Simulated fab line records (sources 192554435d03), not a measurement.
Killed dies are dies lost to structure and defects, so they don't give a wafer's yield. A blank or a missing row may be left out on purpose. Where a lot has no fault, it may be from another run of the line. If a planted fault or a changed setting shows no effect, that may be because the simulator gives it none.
Lot-split experiment ; flow n5_finfet ; 7 lots, 21 wafers read, on a route of 1938 steps

== SPLIT DETAILS ==
At N5_BEOL_M6_EXPOSE_08 (exposes mask M6), the setting dose_mj was moved away from the recipe's 68.25 on 10 of the 21 wafers read, by -5.9% to +5.9%. The other wafers ran this setting at the recipe's value.

== FROM THE SPLIT TO THE READING: what the file shows between them, 2 steps ==
- N5_BEOL_M6_PEB_09: peb time 60 s
- N5_BEOL_M6_DEVELOP_10: develop time 30 s

== THE READING ==
cd_nm (nm) at N5_BEOL_M6_CD_MEAS_11, where the cd target is 38.5 nm. Typical for fault-free wafers on this fab line: 38.1 nm, with standard deviation 0.54 nm.

wafer;tool, chamber at the split;dose_mj as run;against the recipe;cd_nm, nm;against lot-mates on the recipe
L078.1;arfi_scanner-01, 0;64.66;-5.3%;35.9;-3.1
L078.2;arfi_scanner-01, 0;68.25;recipe;39.0;-
L078.3;arfi_scanner-01, 0;64.66;-5.3%;35.8;-3.2
L081.2;arfi_scanner-03, 0;66.43;-2.7%;36.5;-0.3
L081.4;arfi_scanner-03, 0;68.25;recipe;36.8;-
L081.5;arfi_scanner-03, 0;66.43;-2.7%;36.0;-0.8
L082.1;arfi_scanner-02, 0;68.25;recipe;38.2;-
L082.5;arfi_scanner-02, 0;70.67;+3.5%;39.9;+1.7
L082.6;arfi_scanner-02, 0;70.67;+3.5%;40.2;+2.0
L087.1;arfi_scanner-03, 0;72.31;+5.9%;41.2;+3.1
L087.3;arfi_scanner-03, 0;68.25;recipe;37.5;-
L087.4;arfi_scanner-03, 0;68.25;recipe;38.7;-
L088.1;arfi_scanner-03, 0;68.25;recipe;37.2;-
L088.4;arfi_scanner-03, 0;64.23;-5.9%;34.0;-3.4
L088.6;arfi_scanner-03, 0;68.25;recipe;37.5;-
L090.2;arfi_scanner-02, 0;72.02;+5.5%;40.2;+1.5
L090.4;arfi_scanner-02, 0;68.25;recipe;38.7;-
L090.5;arfi_scanner-02, 0;72.02;+5.5%;40.3;+1.6
L097.1;arfi_scanner-03, 0;68.25;recipe;38.2;-
L097.5;arfi_scanner-03, 0;68.25;recipe;37.9;-
L097.6;arfi_scanner-03, 0;68.25;recipe;38.4;-

FIT RESULTS
A straight line over all 21 wafers: cd_nm changes by +0.505 nm for each +1% of dose_mj; r = +0.94; the points scatter about the line by 0.63 nm.
The same after taking each lot's own level away (the mean of its wafers on the recipe; 21 wafers): +0.464 nm for each +1%; r = +0.95; scatter 0.54 nm.
According to that fit, moving dose_mj by its largest amount changes the reading by 2.8 nm.
The lots' own levels span 36.80 to 39.00 nm, that is 4.1 times the standard deviation above.
Hence the lot-to-lot level has little effect on the slope; both slopes agree.
Check: for one of the wafers moved furthest among these (+5.9%), held out of the fit, the line's prediction against its lot-mates is +2.56 nm. It came out at +3.1 nm against them.

== OTHER SPLITS ON THESE WAFERS ==
Note: prior to the reading, these wafers also went through further splits. Each is held against what the fit with the lots' levels taken away leaves over:
other split on the same wafers;wafers away from the commonest value;r with cd_nm (lot level and that fit taken away)
N5_BEOL_M2_EXPOSE_08 dose_mj;6;-0.03
N5_BEOL_M4_COAT_67 spin_rpm;6;+0.34
N5_BEOL_M4_DESCUM_33 time_s;3;+0.10
N5_BEOL_M5_COAT_05 spin_rpm;7;+0.11

== THE WHOLE CHAIN: every reading that the file lists as answering this split, in the file's order ==
step;what it does;reading;change (the file's fit);r (the file's)
N5_BEOL_M6_CD_MEAS_11;target cd 38.5 nm;cd_nm;+0.483 nm for each +1% of the setting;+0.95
N5_BEOL_M6_ETCH_61;etches SiARC in CF4, target depth 45.5 nm, time 75.8 s;BEOL_M6.cd_offset_nm (the simulator's own value, which no gauge read);+0.494 nm for each +1% of the setting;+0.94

== THE FILE'S OWN FIT ==
cd_nm changes by +0.483 nm for each +1% of dose_mj, r = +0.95.
